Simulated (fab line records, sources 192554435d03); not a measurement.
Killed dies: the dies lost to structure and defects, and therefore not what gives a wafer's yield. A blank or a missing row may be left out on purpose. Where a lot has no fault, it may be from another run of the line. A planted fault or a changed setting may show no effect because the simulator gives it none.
Chamber matching / flow n5 finfet / rie diel-05 running N5_BEOL_M15_ETCH_57: 4 sister chambers
The step etches SOC in N2/H2, time 750 s. 16 wafers are shown with their chamber, then 8 later ones without.

== WAFERS WITH THEIR CHAMBER ==
wafer=L074.3; chamber=2; showerhead plenum p Torr (Torr)=2.45; throttle valve pct (%)=17.88; oes product au (a.u.)=0.79
wafer=L074.5; chamber=3; showerhead plenum p Torr (Torr)=2.69; throttle valve pct (%)=17.68; oes product au (a.u.)=0.83
wafer=L074.6; chamber=2; showerhead plenum p Torr (Torr)=2.45; throttle valve pct (%)=17.86; oes product au (a.u.)=0.78
wafer=L081.1; chamber=1; showerhead plenum p Torr (Torr)=2.53; throttle valve pct (%)=18.25; oes product au (a.u.)=0.68
wafer=L081.4; chamber=0; showerhead plenum p Torr (Torr)=2.73; throttle valve pct (%)=17.82; oes product au (a.u.)=0.94
wafer=L081.5; chamber=3; showerhead plenum p Torr (Torr)=2.68; throttle valve pct (%)=17.70; oes product au (a.u.)=0.82
wafer=L082.1; chamber=0; showerhead plenum p Torr (Torr)=2.73; throttle valve pct (%)=17.85; oes product au (a.u.)=0.92
wafer=L082.3; chamber=1; showerhead plenum p Torr (Torr)=2.53; throttle valve pct (%)=18.27; oes product au (a.u.)=0.68
wafer=L082.4; chamber=2; showerhead plenum p Torr (Torr)=2.44; throttle valve pct (%)=17.90; oes product au (a.u.)=0.77
wafer=L088.1; chamber=0; showerhead plenum p Torr (Torr)=2.73; throttle valve pct (%)=17.85; oes product au (a.u.)=0.92
wafer=L088.5; chamber=2; showerhead plenum p Torr (Torr)=2.44; throttle valve pct (%)=17.90; oes product au (a.u.)=0.77
wafer=L088.6; chamber=1; showerhead plenum p Torr (Torr)=2.53; throttle valve pct (%)=18.27; oes product au (a.u.)=0.67
wafer=L086.1; chamber=1; showerhead plenum p Torr (Torr)=2.52; throttle valve pct (%)=18.29; oes product au (a.u.)=0.67
wafer=L086.5; chamber=1; showerhead plenum p Torr (Torr)=2.52; throttle valve pct (%)=18.27; oes product au (a.u.)=0.68
wafer=L086.6; chamber=0; showerhead plenum p Torr (Torr)=2.73; throttle valve pct (%)=17.85; oes product au (a.u.)=0.92
wafer=L093.1; chamber=3; showerhead plenum p Torr (Torr)=2.68; throttle valve pct (%)=17.74; oes product au (a.u.)=0.81

SIGNATURES (averages over the wafers above)
reading=showerhead plenum p Torr; chamber 0=2.7300; chamber 1=2.5260; chamber 2=2.4450; chamber 3=2.6833; scatter within a chamber=0.00489
reading=throttle valve pct; chamber 0=17.8425; chamber 1=18.2700; chamber 2=17.8850; chamber 3=17.7067; scatter within a chamber=0.0192
reading=oes product au; chamber 0=0.9250; chamber 1=0.6760; chamber 2=0.7775; chamber 3=0.8200; scatter within a chamber=0.00864
Rule: a wafer's distance from a chamber is the root of the sum, over the readings, of the square of ((its reading less the chamber's mean) divided by the reading's scatter). If the next closest chamber is less than 2 further off than the closest, the wafer can't be placed; otherwise it belongs to the closest. The scatter is the square root of a quotient: the sum, over the shown wafers, of each reading's squared deviation from its chamber's mean, divided by wafers minus chambers.

== WAFERS WHOSE CHAMBER IS MISSING ==
wafer=L093.2; showerhead plenum p Torr (Torr)=2.44; throttle valve pct (%)=17.94; oes product au (a.u.)=0.76
wafer=L093.4; showerhead plenum p Torr (Torr)=2.52; throttle valve pct (%)=18.30; oes product au (a.u.)=0.67
wafer=L096.1; showerhead plenum p Torr (Torr)=2.67; throttle valve pct (%)=17.76; oes product au (a.u.)=0.79
wafer=L096.2; showerhead plenum p Torr (Torr)=2.52; throttle valve pct (%)=17.82; oes product au (a.u.)=0.99
wafer=L096.4; showerhead plenum p Torr (Torr)=2.72; throttle valve pct (%)=17.86; oes product au (a.u.)=0.88
wafer=L097.2; showerhead plenum p Torr (Torr)=2.52; throttle valve pct (%)=17.82; oes product au (a.u.)=0.97
wafer=L097.3; showerhead plenum p Torr (Torr)=2.44; throttle valve pct (%)=17.94; oes product au (a.u.)=0.75
wafer=L097.5; showerhead plenum p Torr (Torr)=2.72; throttle valve pct (%)=17.86; oes product au (a.u.)=0.88

== CHAMBER TAKEN BY EACH ==
wafer=L093.2; from the rows above=2; in truth=2
wafer=L093.4; from the rows above=1; in truth=1
wafer=L096.1; from the rows above=3; in truth=3
wafer=L096.2; from the rows above=2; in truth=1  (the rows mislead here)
wafer=L096.4; from the rows above=0; in truth=0
wafer=L097.2; from the rows above=2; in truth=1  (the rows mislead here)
wafer=L097.3; from the rows above=2; in truth=2
wafer=L097.5; from the rows above=0; in truth=0
6 of 8 placed correctly. Can't be placed from these rows: 0. Wrongly placed: 2.
